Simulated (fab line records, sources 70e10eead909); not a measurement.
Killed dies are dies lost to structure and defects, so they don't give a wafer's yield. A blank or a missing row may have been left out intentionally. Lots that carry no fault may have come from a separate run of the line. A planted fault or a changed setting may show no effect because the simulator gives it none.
fab line records | flow nand_harc
record: lots: 12 wafers: 36 last_day: 33
route steps=1302 shown A_CONTACT@1059
lots with no fault: from the same line, run without faults
start_h: the number of hours between the record's first day and the start of the first shown wafer of the lot | wait_h: time in hours since the lot's previous step | " same as the row above | L1.1+2: several wafers, shown together as one row | - value missing, or start not given | * or withheld: withheld | < > ~ a bound
route shown NAME@n: NAME is a module with steps in the file, n the number in the route of the first one | usual: mean/standard deviation taken from wafers without a fault | same: alike in all rows | chamber/n: place in a boat | sites: per-site readings | _std_site: standard deviation of those values | _edge_site: the outer-site mean with the inner-site mean subtracted | radius_mm: how far each site lies from the wafer's centre | mask NAME#n: copy n | behind: tool/chamber where the wafer was last shaped | hold: why the lot went on hold/how many hours it stayed there/how the hold came to an end | device: names the non-switching transistor (n, p or np) | end of line: tests run on the same wafers once the route is complete | for a step that has no rows: nothing shown but its recipe | killed: dies that structure and defects cost at the first sort, which is not the same as the wafer's yield | map: a wafer's dies, marking killed ones x, the rest . and places with no die _
set.NAME: setting as actually run; set.NAME@STEP: the setting as run at that earlier step | model.NAME: the simulator's own value behind a step, which no gauge read
a sample of lots followed through the steps of the route, with each step as a table and each wafer as a row
services: the hour from which a tool's chamber was out of use, counted from the record's first day as start_h (under 0 if before that day), plus the number of hours and why
== steps ==
step: NHARC_A_CONTACT_CD_MEAS_80
usual: cd_nm: 289.7/0.88
columns lot.wafer tool chamber start_h wait_h cd_nm
L109.1 cd_sem-03 - 510.01 - 288.3
L109.2 " - " " 289.8
L109.6 " - " " 289.7
L110.3 cd_sem-01 - 523.34 - 288.5
L110.4 " - " " 289.5
L110.5 " - " " 288.7
L112.1 cd_sem-01 - 527.85 - 290.0
L112.2 " - " " 291.2
L112.6 " - " " 290.6
L113.2 cd_sem-01 - 553.58 - 288.5
L113.3 " - " " 288.6
L113.5 " - " " 289.1
L120.2 cd_sem-02 - 628.17 - 290.6
L120.3 " - " " 290.6
L120.5 " - " " 291.1
L124.3 cd_sem-02 - 652.76 - 289.8
L124.5 " - " " 290.4
L124.6 " - " " 290.3
L125.1 cd_sem-03 - 664.04 - 290.2
L125.3 " - " " 289.9
L125.4 " - " " 289.6
L126.1 cd_sem-03 - 693.40 - 289.9
L126.3 " - " " 288.9
L126.4 " - " " 289.9
L127.2 cd_sem-01 - 701.32 - 290.7
L127.4 " - " " 291.4
L127.5 " - " " 291.4
L129.1 cd_sem-01 - 722.47 - 289.4
L129.3 " - " " 289.2
L129.5 " - " " 288.9
L130.1 cd_sem-01 - 727.21 - 288.6
L130.3 " - " " 288.7
L130.4 " - " " 288.8
L128.1 cd_sem-02 - 730.96 - 290.4
L128.3 " - " " 290.6
L128.4 " - " " 290.0
step: NHARC_A_CONTACT_ETCH_89
recipe: target_depth_a: 2600 over_etch_frac: 0.3 time_s: 475.3 ion_energy_ev: 200 n2_flow_sccm: 150 h2_flow_sccm: 150 ar_flow_sccm: 0 rf_w: 400 bias_w: 150 chemistry: N2/H2
usual: chamber_pressure_mTorr: 29.998/0.027 drypump_motor_current_A: 5.80/0.29 oes_product_au: 1.001/0.0089 rf_vpp_V: 431/3.1 showerhead_plenum_p_Torr: 2.06/0.11 throttle_valve_pct: 14.172/0.0088
same: time_s: 475.3
columns lot.wafer tool chamber start_h wait_h chamber_pressure_mTorr drypump_motor_current_A oes_product_au rf_hours_counter_h rf_vpp_V showerhead_plenum_p_Torr throttle_valve_pct
L109.2 rie_diel-04 1 - - 30.018 5.47 1.000 24 428 1.97 14.163
L109.1 " 3 " " 29.956 5.71 1.001 26 435 2.17 14.180
L109.6 " 1 " " 30.000 5.47 0.999 - 429 1.97 14.172
L110.4 rie_diel-04 0 - - 29.988 5.77 0.984 27 426 1.88 14.192
L110.3 " 2 " " 30.020 6.04 0.986 27 433 2.11 14.178
L110.5 " 1 " " 29.996 5.49 1.003 - 429 1.97 14.167
L112.1 rie_diel-08 0 - - 30.026 5.90 0.998 50 427 1.99 14.162
L112.2 " 1 " " 30.039 6.32 0.991 45 435 2.18 14.162
L112.6 " 1 " " 29.995 6.30 0.994 - 434 2.18 14.187
L113.2 rie_diel-08 3 - - 29.997 5.16 1.008 1 430 2.03 14.180
L113.3 " 0 " " 29.996 5.88 1.017 1 429 1.98 14.175
L113.5 " 2 " " 29.973 5.97 1.009 - 434 2.20 14.165
L120.2 rie_diel-08 0 - - 30.025 5.91 1.000 35 429 1.97 14.181
L120.3 " 3 " " 29.996 5.19 1.001 32 430 2.02 14.166
L120.5 " 1 " " 30.022 6.29 0.998 - 435 2.17 14.160
L124.3 rie_diel-08 0 - - 29.979 5.91 1.005 41 429 1.97 14.165
L124.6 " 2 " " 30.010 5.98 0.982 - 435 2.19 14.168
L124.5 " 3 " " 30.004 5.20 0.998 - 429 2.01 14.165
L125.3 rie_diel-04 3 - - 29.996 5.69 1.003 23 434 2.16 14.158
L125.4 " 1 " " 30.001 5.48 1.009 21 427 1.97 14.162
L125.1 " 2 " " 29.991 6.04 1.001 22 432 2.10 14.170
L126.3 rie_diel-04 0 - - 30.018 5.76 1.003 26 424 1.87 14.182
L126.1 " 1 " " 30.048 5.52 1.008 25 428 1.96 14.175
L126.4 " 2 " " 30.030 6.04 1.009 25 431 2.10 14.163
L127.2 rie_diel-04 3 - - 29.957 5.72 0.986 28 433 2.16 14.167
L127.4 " 1 " " 29.984 5.46 1.008 26 428 1.96 14.174
L127.5 " 2 " " 30.016 6.04 1.018 - 432 2.10 14.175
L129.3 rie_diel-04 0 - - 30.006 5.82 0.997 4 435 2.22 14.171
L129.1 " 2 " " 29.986 6.00 0.987 5 431 2.10 14.168
L129.5 " 0 " " 29.977 5.83 0.990 - 435 2.22 14.176
L130.3 rie_diel-04 2 - - 29.993 6.00 0.985 5 432 2.10 14.164
L130.1 " 3 " " 30.049 5.71 0.990 5 434 2.15 14.167
L130.4 " 1 " " 29.979 5.44 1.006 4 430 1.96 14.172
L128.3 rie_diel-08 2 - - 29.992 6.01 0.999 1 434 2.18 14.173
L128.1 " 0 " " 29.934 5.90 0.982 2 428 1.96 14.151
L128.4 " 1 " " 30.007 6.31 0.987 1 434 2.16 14.172
step: NHARC_A_CONTACT_ETCH_30
recipe: target_depth_a: 726 time_s: 36.3 cf4_flow_sccm: 100 chf3_flow_sccm: 30 ar_flow_sccm: 0 rf_w: 500 bias_w: 200 chemistry: CF4/CHF3
usual: chamber_pressure_mTorr: 25.000/0.023 drypump_motor_current_A: 5.78/0.29 oes_product_au: 0.942/0.025 rf_vpp_V: 371.1/2.7 showerhead_plenum_p_Torr: 1.59/0.076 throttle_valve_pct: 16.801/0.0091
same: time_s: 36.3
columns lot.wafer tool chamber start_h wait_h chamber_pressure_mTorr drypump_motor_current_A oes_product_au rf_hours_counter_h rf_vpp_V showerhead_plenum_p_Torr throttle_valve_pct
L109.2 rie_diel-04 0 - - 24.965 5.80 0.918 25 366.4 1.46 16.796
L109.1 " 2 " " 24.979 5.99 0.921 24 373.6 1.63 16.820
L109.6 " 1 " " 24.987 5.48 0.932 - 369.0 1.53 16.781
L110.3 rie_diel-04 0 - - 24.985 5.80 0.920 28 365.6 1.46 16.802
L110.4 " 2 " " 24.993 6.00 0.909 27 372.8 1.63 16.805
L110.5 " 3 " " 24.973 5.70 0.933 - 373.0 1.66 16.805
L112.2 rie_diel-08 3 - - 24.989 5.17 0.936 50 370.4 1.57 16.821
L112.1 " 0 " " 24.996 5.90 0.924 50 368.5 1.53 16.824
L112.6 " 3 " " 24.989 5.16 0.929 - 369.8 1.57 16.815
L113.2 rie_diel-08 3 - - 24.988 5.17 0.985 1 370.0 1.57 16.787
L113.3 " 2 " " 25.000 5.93 0.976 1 374.0 1.69 16.805
L113.5 " 3 " " 25.014 5.18 0.995 - 369.9 1.57 16.792
L120.2 rie_diel-08 2 - - 24.999 5.98 0.913 30 373.5 1.68 16.797
L120.3 " 0 " " 24.989 5.89 0.928 35 368.4 1.53 16.818
L120.5 " 2 " " 25.001 5.97 0.918 - 373.8 1.68 16.791
L124.3 rie_diel-08 0 - - 25.030 5.88 0.924 41 367.7 1.52 16.795
L124.6 " 2 " " 25.012 5.96 0.906 - 374.0 1.68 16.793
L124.5 " 3 " " 24.960 5.20 0.930 - 369.3 1.56 16.804
L125.3 rie_diel-04 3 - - 25.031 5.70 0.929 23 373.4 1.66 16.807
L125.4 " 1 " " 24.986 5.45 0.944 21 369.3 1.52 16.802
L125.1 " 2 " " 24.974 6.00 0.940 22 372.7 1.62 16.801
L126.1 rie_diel-04 0 - - 25.015 5.75 0.926 27 367.6 1.45 16.790
L126.3 " 1 " " 24.963 5.46 0.932 25 368.7 1.52 16.804
L126.4 " 2 " " 24.969 6.03 0.934 25 371.8 1.62 16.795
L127.4 rie_diel-04 1 - - 24.993 5.48 0.929 26 367.4 1.52 16.808
L127.2 " 0 " " 25.030 5.77 0.926 27 366.1 1.45 16.785
L127.5 " 1 " " 25.004 5.48 0.935 - 368.6 1.52 16.810
L129.3 rie_diel-04 2 - - 24.981 5.97 0.982 5 372.2 1.62 16.792
L129.1 " 1 " " 24.966 5.48 0.983 4 368.4 1.52 16.795
L129.5 " 3 " " 24.982 5.70 0.959 - 373.7 1.65 16.785
L130.4 rie_diel-04 3 - - 24.999 5.71 0.914 5 372.8 1.65 16.786
L130.3 " 0 " " 25.041 5.78 0.913 4 374.2 1.70 16.794
L130.1 " 1 " " 24.972 5.44 0.926 4 368.3 1.52 16.797
L128.3 rie_diel-08 3 - - 24.996 5.17 0.992 1 369.7 1.55 16.797
L128.4 " 0 " " 25.031 5.88 0.956 2 368.2 1.52 16.805
L128.1 " 1 " " 25.041 6.29 0.952 1 373.2 1.66 16.790
step: NHARC_A_CONTACT_ALD_18
recipe: target_thk_a: 30 pulse_time_s: 1 ald_cycles: 150 temp_c: 450 material: TiN
usual: ald_cycles: 150/0 heater_power_w: 1061/91 precursor_pulse_height_rel: 0.997/0.02
columns lot.wafer tool chamber start_h wait_h ald_cycles heater_power_w precursor_pulse_height_rel
L109.2 ald_metal-03 2 520.13 - 150 1050 0.988
L109.1 " 0 " " 150 1055 0.989
L109.6 " 1 " " 150 903 1.014
L110.3 ald_metal-03 1 535.47 - 150 917 1.002
L110.4 " 3 " " 150 1009 1.007
L110.5 " 2 " " 150 1034 1.007
L112.1 ald_metal-01 0 537.72 - 150 1134 0.987
L112.2 " 1 " " 150 1196 1.000
L112.6 " 3 " " 150 1105 1.003
L113.2 ald_metal-01 3 563.10 - 150 1098 0.971
L113.3 " 2 " " 150 952 1.006
L113.5 " 0 " " 150 1153 1.008
L120.3 ald_metal-01 2 636.07 - 158 964 0.978
L120.2 " 3 " " 150 1085 0.973
L120.5 " 2 " " 158 997 1.004
L124.3 ald_metal-03 1 660.78 - 150 935 0.983
L124.6 " 1 " " 150 948 1.009
L124.5 " 2 " " 150 1009 0.997
L125.4 ald_metal-04 0 672.61 - 150 993 1.012
L125.3 " 1 " " 150 1219 1.003
L125.1 " 3 " " 150 1039 1.006
L126.4 ald_metal-03 3 702.65 - 150 982 1.005
L126.3 " 0 " " 150 1033 0.981
L126.1 " 1 " " 150 928 1.017
L127.4 ald_metal-03 2 709.04 - 150 1016 0.972
L127.2 " 3 " " 150 994 0.979
L127.5 " 1 " " 150 927 1.007
L129.3 ald_metal-01 1 734.30 - 150 1208 1.040
L129.1 " 3 " " 150 1109 1.026
L129.5 " 1 " " 150 1224 1.028
L130.1 ald_metal-04 2 736.28 - 150 1179 0.991
L130.4 " 3 " " 150 1026 1.017
L130.3 " 1 " " 150 1201 1.031
L128.3 ald_metal-03 1 739.77 - 150 930 1.006
L128.1 " 3 " " 150 1013 1.016
L128.4 " 3 " " 150 973 1.015
== services ==
columns tool chamber start_h hours kind
ald_metal-01 1 507.07 9.6 repair
rie_diel-04 0 511.36 - clean
rie_diel-04 1 511.36 - clean
rie_diel-04 2 511.36 - clean
rie_diel-04 3 511.36 - clean
ald_metal-01 - 526.00 10.0 pm
rie_diel-04 - 531.91 9.0 pm
rie_diel-04 0 531.91 9.0 vent_cycle
rie_diel-04 1 531.91 9.0 vent_cycle
rie_diel-04 2 531.91 9.0 vent_cycle
rie_diel-08 - 544.85 9.0 pm
ald_metal-03 - 568.00 10.0 pm
ald_metal-03 0 582.73 7.2 repair
rie_diel-04 - 616.43 2.0 repair
rie_diel-08 0 636.49 8.3 repair
rie_diel-04 2 639.55 1.3 repair
ald_metal-04 - 652.00 10.0 pm
rie_diel-04 2 682.78 1.9 repair
ald_metal-04 1 684.85 2.2 repair
ald_metal-01 3 686.27 2.0 repair
ald_metal-01 - 704.00 10.0 pm
rie_diel-04 - 708.91 9.0 pm
rie_diel-08 - 722.06 9.0 pm
rie_diel-04 1 734.00 10.8 repair
== key ==
first_sign: step: NHARC_A_CONTACT_ALD_18 reading: ald_cycles direction: up sigmas: 99+ usual: 150 struck: 158
effect none on later readings
met_at NHARC_A_CONTACT_ALD_18
struck_lots L120
struck_wafers L120.3,L120.5
tester_left_out L120
not_acting_at NHARC_A_CONTACT_CD_MEAS_80,NHARC_A_CONTACT_ETCH_89,NHARC_A_CONTACT_ETCH_30
onset_between 563.10 636.07
fault: kind: process_parameter_drift tool: ald_metal-01 chamber: 2 onset_h: 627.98 steps: NHARC_A_CONTACT_ALD_18 channel: ald_cycles offset: 8 shape: step end_h: 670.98 acts_in: these_recipes_only stated: 150
tester_left_out: of these lots the tester's yield and bins aren't shown, on N5 and GAA mostly nor the transistor test; their killed dies are dies lost to structure and defects alone, not to doping, threshold or leakage, so they don't give the yield
